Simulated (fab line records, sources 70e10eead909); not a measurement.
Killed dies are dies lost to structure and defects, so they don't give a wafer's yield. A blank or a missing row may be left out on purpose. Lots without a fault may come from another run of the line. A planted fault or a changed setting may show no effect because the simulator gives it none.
Which tool did it? | flow nand_harc | 12 lots, 36 wafers sampled, at 5 steps of a route of 1302

WHAT THE GAUGES READ, wafer by wafer
NHARC_A_SGD_CUT_THK_MEAS_22: measures by ellipsometry. Usual: thk_nm 148.0 nm, standard deviation 1.6.
lot  | measured     | on            | thk_nm (nm)       | flag
L793 | day 19 16:08 | film_metro-01 | 148.9 147.8 145.4 |
L795 | day 20 05:00 | film_metro-01 | 148.2 150.2 146.1 |
L792 | day 20 05:10 | film_metro-01 | 149.0 146.9 144.2 |
L797 | day 21 14:41 | film_metro-01 | 144.9 146.1 149.1 |
L798 | day 21 14:40 | film_metro-01 | 148.8 149.1 150.0 |
L801 | day 22 18:41 | film_metro-02 | 144.9 146.9 145.3 |
L800 | day 22 18:41 | film_metro-01 | 148.8 148.3 149.0 |
L803 | day 23 23:43 | film_metro-01 | 150.0 150.8 149.1 |
L802 | day 24 11:28 | film_metro-01 | 147.9 147.4 147.3 |
L804 | day 24 11:28 | film_metro-02 | 149.6 148.8 149.3 |
L805 | day 25 17:59 | film_metro-01 | 148.8 147.5 149.4 |
L812 | day 28 16:50 | film_metro-02 | 149.5 146.7 149.0 |

NHARC_END_SORT_01. Usual: killed_at_array 49, standard deviation 19; killed_at_other 0.9, standard deviation 1.1; killed_at_periphery 4.0, standard deviation 2.7; killed_dies 54, standard deviation 19; killed_open 3.3, standard deviation 1.8; killed_short 2.6, standard deviation 1.6.
lot  | measured     | on        | killed_at_array | killed_at_other | killed_at_periphery | killed_dies | killed_open | killed_short | flag
L812 | day 33 20:39 | prober-02 | 56 41           | 0 0             | 1 5                 | 57 46       | 3 4         | 2 2          |

WHICH TOOL RAN EACH LOT (tool, then ch and the chambers of the sampled wafers, then the start)
lot  | NHARC_A_SGD_CUT_ETCH_59                       | NHARC_A_SGD_CUT_ETCH_16                       | NHARC_A_WL_FILL_ALD_00
L793 | rie_diel-01 ch 1,2,3, day 19 16:08 or earlier | rie_diel-01 ch 0,2,3, day 19 16:08 or earlier | ald_hk-04 ch 0,3, day 20 11:45
L795 | rie_diel-01 ch 0,1,3, day 20 05:00 or earlier | rie_diel-01 ch 1,2,3, day 20 05:00 or earlier | ald_hk-02 ch 0,1,2, day 20 23:34
L792 | rie_diel-01 ch 2,3, day 20 05:10 or earlier   | rie_diel-01 ch 0,1,2, day 20 05:10 or earlier | ald_hk-04 ch 2,3, day 21 03:35
L797 | rie_diel-09 ch 0,2,3, day 21 14:41 or earlier | rie_diel-09 ch 0,2,3, day 21 14:41 or earlier | ald_hk-02 ch 2,3, day 22 09:34
L798 | rie_diel-10 ch 0,1,3, day 21 14:40 or earlier | rie_diel-10 ch 0,1,2, day 21 14:40 or earlier | ald_hk-02 ch 0,1,2, day 22 13:25
L801 | rie_diel-01 ch 0,1,3, day 22 18:41 or earlier | rie_diel-01 ch 0,1,2, day 22 18:41 or earlier | ald_hk-02 ch 0,2, day 23 17:13
L800 | rie_diel-09 ch 2,3, day 22 18:41 or earlier   | rie_diel-09 ch 0,2,3, day 22 18:41 or earlier | ald_hk-04 ch 0,1,2, day 23 17:14
L803 | rie_diel-10 ch 0,3, day 23 23:43 or earlier   | rie_diel-10 ch 0,3, day 23 23:43 or earlier   | ald_hk-02 ch 2,3, day 24 18:11
L802 | rie_diel-10 ch 1,2,3, day 24 11:28 or earlier | rie_diel-10 ch 0,2,3, day 24 11:28 or earlier | ald_hk-01 ch 0,1,2, day 25 06:53
L804 | rie_diel-09 ch 0,2, day 24 11:28 or earlier   | rie_diel-09 ch 0,2, day 24 11:28 or earlier   | ald_hk-04 ch 0,1, day 25 06:52
L805 | rie_diel-10 ch 0,2,3, day 25 17:59 or earlier | rie_diel-10 ch 1,2, day 25 17:59 or earlier   | ald_hk-01 ch 2,3, day 26 15:08
L812 | rie_diel-10 ch 1,2,3, day 28 16:50 or earlier | rie_diel-10 ch 0,2,3, day 28 16:50 or earlier | ald_hk-02 ch 1,2,3, day 29 17:55
- NHARC_A_SGD_CUT_ETCH_59: etches the open film in N2/H2, target depth 260 nm, time 406.25 s.
- NHARC_A_SGD_CUT_ETCH_16: etches the open film in C4F8/O2/Ar, target depth 310.5 nm, time 155.2 s.
- NHARC_A_WL_FILL_ALD_00: deposits Al2O3, target thk 3 nm, pulse time 3 s, ald cycles 30.

WHAT THE TOOLS THEMSELVES READ (means of the sampled wafers that have a number; where no wafer has one, the mark that the record gives instead)
NHARC_A_SGD_CUT_ETCH_59. Usual: drypump_motor_current_A 5.9 A, standard deviation 0.52; mfc_ar_sccm 0.013 sccm, standard deviation 0.015; oes_product_au 1.000 a.u., standard deviation 0.011; rf_vpp_V 430.8 V, standard deviation 2.7; showerhead_plenum_p_Torr 2.05 Torr, standard deviation 0.09; throttle_valve_pct 14.171 %, standard deviation 0.009.
lot  | tool        | drypump_motor_current_A (A) | mfc_ar_sccm (sccm) | oes_product_au (a.u.) | rf_vpp_V (V) | showerhead_plenum_p_Torr (Torr) | throttle_valve_pct (%) | flag
L793 | rie_diel-01 | 5.7                         | 0.011              | 0.998                 | 428.9        | 1.98                            | 14.171                 |
L795 | rie_diel-01 | 5.8                         | 0.006              | 1.013                 | 430.6        | 2.02                            | 14.171                 |
L792 | rie_diel-01 | 5.2                         | 0.014              | 1.005                 | 428.7        | 1.98                            | 14.167                 |
L797 | rie_diel-09 | 6.0                         | 0.003              | 0.998                 | 430.5        | 2.04                            | 14.163                 |
L798 | rie_diel-10 | 5.8                         | 0.020              | 1.006                 | 431.8        | 2.09                            | 14.171                 |
L801 | rie_diel-01 | 5.8                         | 0.006              | 0.996                 | 429.3        | 2.02                            | 14.174                 |
L800 | rie_diel-09 | 5.9                         | 0.003              | 1.006                 | 429.5        | 1.98                            | 14.178                 |
L803 | rie_diel-10 | 5.3                         | 0.017              | 0.989                 | 434.1        | 2.15                            | 14.166                 |
L802 | rie_diel-10 | 6.0                         | 0.012              | 0.994                 | 431.3        | 2.07                            | 14.176                 |
L804 | rie_diel-09 | 5.7                         | 0.006              | 0.996                 | 429.3        | 2.01                            | 14.178                 |
L805 | rie_diel-10 | 5.6                         | 0.008              | 0.997                 | 433.5        | 2.13                            | 14.173                 |
L812 | rie_diel-10 | 6.0                         | 0.012              | 0.986                 | 431.6        | 2.07                            | 14.179                 |

NHARC_A_SGD_CUT_ETCH_16. Usual: oes_product_au 0.971 a.u., standard deviation 0.015; rf_vpp_V 723 V, standard deviation 4.2.
lot  | tool        | oes_product_au (a.u.) | rf_vpp_V (V) | flag
L793 | rie_diel-01 | 0.969                 | 722          |
L795 | rie_diel-01 | 0.984                 | 721          |
L792 | rie_diel-01 | 0.979                 | 719          |
L797 | rie_diel-09 | 0.974                 | 723          |
L798 | rie_diel-10 | 0.976                 | 724          |
L801 | rie_diel-01 | 0.972                 | 719          |
L800 | rie_diel-09 | 0.980                 | 722          |
L803 | rie_diel-10 | 0.977                 | 729          |
L802 | rie_diel-10 | 0.952                 | 727          |
L804 | rie_diel-09 | 0.962                 | 725          |
L805 | rie_diel-10 | 0.949                 | 722          |
L812 | rie_diel-10 | 0.964                 | 728          |

NHARC_A_WL_FILL_ALD_00. Usual: heater_power_w 471 W, standard deviation 33; precursor_pulse_height_rel 0.998, standard deviation 0.019.
lot  | tool      | heater_power_w (W) | precursor_pulse_height_rel | flag
L793 | ald_hk-04 | 483                | 1.001                      |
L795 | ald_hk-02 | 479                | 0.975                      |
L792 | ald_hk-04 | 486                | 0.986                      |
L797 | ald_hk-02 | 457                | 1.007                      |
L798 | ald_hk-02 | 473                | 0.986                      |
L801 | ald_hk-02 | 479                | 0.981                      |
L800 | ald_hk-04 | 470                | 0.997                      |
L803 | ald_hk-02 | 463                | 1.005                      |
L802 | ald_hk-01 | 514                | 0.994                      |
L804 | ald_hk-04 | 461                | 0.976                      |
L805 | ald_hk-01 | 484                | 1.003                      |
L812 | ald_hk-02 | 445                | 1.002                      |

THE ANSWER, worked out from the rows above alone
Rule: a lot is off if the mean of its wafers that have a number lies more than 3 standard deviations from the usual mean. A lot without any number at a reading at which 4 lots or more have one is off too. The other lots that the step has rows for count as sound. The gauges are gone through in route order, then the tools' own readings, and for those a lot's mean is taken as printed above. The first step at which some lot is off is used, and at that step the reading that is off furthest; a lot without a number counts as furthest.
No lot is off at any reading shown: from this, nothing can be told.

WHAT THE SIMULATOR HAD PUT IN
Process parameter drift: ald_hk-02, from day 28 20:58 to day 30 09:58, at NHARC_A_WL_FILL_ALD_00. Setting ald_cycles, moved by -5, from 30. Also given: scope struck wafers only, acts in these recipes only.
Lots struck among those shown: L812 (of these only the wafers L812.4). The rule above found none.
